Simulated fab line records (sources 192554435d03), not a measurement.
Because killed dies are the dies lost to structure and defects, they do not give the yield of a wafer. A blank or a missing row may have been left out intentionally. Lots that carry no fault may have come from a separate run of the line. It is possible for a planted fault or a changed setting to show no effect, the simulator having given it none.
Split-lot experiment :: flow n5 finfet :: route with 1938 steps; 7 lots, 39 wafers read

SPLIT DETAILS
At N5_BEOL_M6_ETCH_62 (etches SOC in N2/H2, target depth 110 nm, overetch 22 nm, time 165 s), the setting time s was moved away from the recipe's 165 s on 15 of the 39 wafers read, by +17.9% to +59.3%. For the rest of the wafers, this setting stayed at what the recipe calls for.

FROM THE SPLIT TO THE READING: what the file shows between them, 4 steps
- N5_BEOL_M6_STRIP_68: strips in N2/H2
- N5_BEOL_M6_STRIP_67: strips in CF4
- N5_BEOL_M6_HM_OPEN_17: chemistry Cl2/BCl3, target TiN, target depth 20 nm, overetch 6 nm
- N5_BEOL_M6_STRIP_19: strips in O2

THE READING
cd nm, in nm, at N5_BEOL_M6_CD_MEAS_18 (pitch 80 nm, target cd 40 nm). On this fab line, fault-free wafers typically give 40.4 nm with a standard deviation of 0.6 nm.

wafer: L074.1
tool, chamber at the split: rie diel-01, 2
time s as run, s: 165
against the recipe: recipe
cd nm, nm: 39.0
against lot-mates on the recipe: -

wafer: L074.2
tool, chamber at the split: rie diel-01, 3
time s as run, s: 223.4
against the recipe: +35.4%
cd nm, nm: 40.8
against lot-mates on the recipe: +1.4

wafer: L074.3
tool, chamber at the split: rie diel-01, 0
time s as run, s: 223.4
against the recipe: +35.4%
cd nm, nm: 40.5
against lot-mates on the recipe: +1.1

wafer: L074.4
tool, chamber at the split: rie diel-01, 1
time s as run, s: 223.4
against the recipe: +35.4%
cd nm, nm: 41.0
against lot-mates on the recipe: +1.6

wafer: L074.5
tool, chamber at the split: rie diel-01, 1
time s as run, s: 165
against the recipe: recipe
cd nm, nm: 40.0
against lot-mates on the recipe: -

wafer: L074.6
tool, chamber at the split: rie diel-01, 0
time s as run, s: 165
against the recipe: recipe
cd nm, nm: 39.3
against lot-mates on the recipe: -

wafer: L075.1
tool, chamber at the split: rie diel-01, 0
time s as run, s: 205.8
against the recipe: +24.7%
cd nm, nm: 40.9
against lot-mates on the recipe: +0.5

wafer: L075.2
tool, chamber at the split: rie diel-01, 1
time s as run, s: 165
against the recipe: recipe
cd nm, nm: 40.0
against lot-mates on the recipe: -

wafer: L075.3
tool, chamber at the split: rie diel-01, 2
time s as run, s: 165
against the recipe: recipe
cd nm, nm: 41.0
against lot-mates on the recipe: -

wafer: L075.4
tool, chamber at the split: rie diel-01, 3
time s as run, s: 205.8
against the recipe: +24.7%
cd nm, nm: 41.7
against lot-mates on the recipe: +1.3

wafer: L075.5
tool, chamber at the split: rie diel-01, 1
time s as run, s: 165
against the recipe: recipe
cd nm, nm: 40.2
against lot-mates on the recipe: -

wafer: L075.6
tool, chamber at the split: rie diel-01, 0
time s as run, s: 205.8
against the recipe: +24.7%
cd nm, nm: 41.8
against lot-mates on the recipe: +1.4

wafer: L078.1
tool, chamber at the split: rie diel-04, 3
time s as run, s: 165
against the recipe: recipe
cd nm, nm: 39.7
against lot-mates on the recipe: -

wafer: L078.2
tool, chamber at the split: rie diel-04, 2
time s as run, s: 165
against the recipe: recipe
cd nm, nm: 40.7
against lot-mates on the recipe: -

wafer: L078.3
tool, chamber at the split: rie diel-04, 1
time s as run, s: 194.6
against the recipe: +17.9%
cd nm, nm: 40.3
against lot-mates on the recipe: -0.3

wafer: L078.4
tool, chamber at the split: rie diel-04, 0
time s as run, s: 165
against the recipe: recipe
cd nm, nm: 41.4
against lot-mates on the recipe: -

wafer: L078.5
tool, chamber at the split: rie diel-04, 1
time s as run, s: 194.6
against the recipe: +17.9%
cd nm, nm: 41.0
against lot-mates on the recipe: +0.4

wafer: L078.6
tool, chamber at the split: rie diel-04, 2
time s as run, s: 194.6
against the recipe: +17.9%
cd nm, nm: 41.2
against lot-mates on the recipe: +0.6

wafer: L082.1
tool, chamber at the split: rie diel-02, 0,1
time s as run, s: 165
against the recipe: recipe
cd nm, nm: 41.0
against lot-mates on the recipe: -

wafer: L082.2
tool, chamber at the split: rie diel-02, 1
time s as run, s: 165
against the recipe: recipe
cd nm, nm: 41.2
against lot-mates on the recipe: -

wafer: L082.3
tool, chamber at the split: rie diel-02, 3
time s as run, s: 165
against the recipe: recipe
cd nm, nm: 40.6
against lot-mates on the recipe: -

wafer: L082.4
tool, chamber at the split: rie diel-02, 2
time s as run, s: 165
against the recipe: recipe
cd nm, nm: 41.0
against lot-mates on the recipe: -

wafer: L082.5
tool, chamber at the split: rie diel-02, 0,1
time s as run, s: 165
against the recipe: recipe
cd nm, nm: 40.7
against lot-mates on the recipe: -

wafer: L082.6
tool, chamber at the split: rie diel-02, 0
time s as run, s: 165
against the recipe: recipe
cd nm, nm: 41.6
against lot-mates on the recipe: -

wafer: L084.2
tool, chamber at the split: rie diel-02, 1
time s as run, s: 165
against the recipe: recipe
cd nm, nm: 39.8
against lot-mates on the recipe: -

wafer: L084.3
tool, chamber at the split: rie diel-02, 0
time s as run, s: 165
against the recipe: recipe
cd nm, nm: 40.0
against lot-mates on the recipe: -

wafer: L084.5
tool, chamber at the split: rie diel-02, 0
time s as run, s: 165
against the recipe: recipe
cd nm, nm: 40.5
against lot-mates on the recipe: -

wafer: L087.1
tool, chamber at the split: rie diel-04, 2
time s as run, s: 165
against the recipe: recipe
cd nm, nm: 40.3
against lot-mates on the recipe: -

wafer: L087.2
tool, chamber at the split: rie diel-04, 3
time s as run, s: 236.9
against the recipe: +43.6%
cd nm, nm: 42.3
against lot-mates on the recipe: +1.9

wafer: L087.3
tool, chamber at the split: rie diel-04, 1
time s as run, s: 165
against the recipe: recipe
cd nm, nm: 40.7
against lot-mates on the recipe: -

wafer: L087.4
tool, chamber at the split: rie diel-04, 0
time s as run, s: 236.9
against the recipe: +43.6%
cd nm, nm: 42.9
against lot-mates on the recipe: +2.5

wafer: L087.5
tool, chamber at the split: rie diel-04, 3
time s as run, s: 236.9
against the recipe: +43.6%
cd nm, nm: 42.5
against lot-mates on the recipe: +2.1

wafer: L087.6
tool, chamber at the split: rie diel-04, 0
time s as run, s: 165
against the recipe: recipe
cd nm, nm: 40.2
against lot-mates on the recipe: -

wafer: L089.1
tool, chamber at the split: rie diel-01, 1
time s as run, s: 165
against the recipe: recipe
cd nm, nm: 40.8
against lot-mates on the recipe: -

wafer: L089.2
tool, chamber at the split: rie diel-01, 0
time s as run, s: 165
against the recipe: recipe
cd nm, nm: 40.0
against lot-mates on the recipe: -

wafer: L089.3
tool, chamber at the split: rie diel-01, 2
time s as run, s: 262.9
against the recipe: +59.3%
cd nm, nm: 43.0
against lot-mates on the recipe: +2.5

wafer: L089.4
tool, chamber at the split: rie diel-01, 3
time s as run, s: 262.9
against the recipe: +59.3%
cd nm, nm: 43.2
against lot-mates on the recipe: +2.7

wafer: L089.5
tool, chamber at the split: rie diel-01, 3
time s as run, s: 165
against the recipe: recipe
cd nm, nm: 40.8
against lot-mates on the recipe: -

wafer: L089.6
tool, chamber at the split: rie diel-01, 0
time s as run, s: 262.9
against the recipe: +59.3%
cd nm, nm: 43.4
against lot-mates on the recipe: +2.9
The file does not say which wafer passed through which chamber wherever a row lists several chambers: such a row stands for several wafers.

FIT RESULTS
A straight line over all 39 wafers: cd nm changes by +0.041 nm for each +1% of time s; r = +0.79; the points scatter about the line by 0.65 nm.
The same after taking each lot's own level away (the mean of its wafers on the recipe; 39 wafers): +0.0445 nm for each +1%; r = +0.91; scatter 0.42 nm.
According to that fit, moving time s by its largest amount changes the reading by 2.6 nm.
The lots' own levels span 39.43 to 41.02 nm, that is 2.6 times the standard deviation above.
So the lot-to-lot level blurs the effect unless lot-mates are compared.
Check: +2.62 nm against its lot-mates is what the line predicts for one of the wafers moved furthest among these (+59.3%) when that wafer is left out of the fit. Against them it came out at +2.47 nm.

OTHER SPLITS APPLIED TO THESE WAFERS
Before the reading, these wafers also passed through other splits. Each is held against what the fit with the lots' levels taken away leaves over:
other split on the same wafers: N5_BEOL_M4_ILD_DEP_00 time s
wafers away from the commonest value: 15
r with cd nm (lot level and that fit taken away): +0.10

THE WHOLE CHAIN: every reading that the file lists as answering this split, in the file's order
step: N5_BEOL_M6_ETCH_62
what it does: etches SOC in N2/H2, target depth 110 nm, overetch 22 nm, time 165 s
reading: SiARC_of_BEOL_M6_COAT_60.thk nm (the simulator's own value, which no gauge read)
change (the file's fit): -0.0669 nm for each +1% of the setting
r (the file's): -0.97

step: N5_BEOL_M6_ETCH_62
what it does: etches SOC in N2/H2, target depth 110 nm, overetch 22 nm, time 165 s
reading: BEOL_M6.cd offset nm (the simulator's own value, which no gauge read)
change (the file's fit): +0.0353 nm for each +1% of the setting
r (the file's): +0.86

step: N5_BEOL_M6_HM_OPEN_17
what it does: chemistry Cl2/BCl3, target TiN, target depth 20 nm, overetch 6 nm
reading: etch.depth nm (the simulator's own value, which no gauge read)
change (the file's fit): -0.159 nm for each +1% of the setting
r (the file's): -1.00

step: N5_BEOL_M6_CD_MEAS_18
what it does: pitch 80 nm, target cd 40 nm
reading: cd nm
change (the file's fit): +0.0435 nm for each +1% of the setting
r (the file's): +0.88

THE FILE'S OWN FIT
cd nm changes by +0.0435 nm for each +1% of time s, r = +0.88.
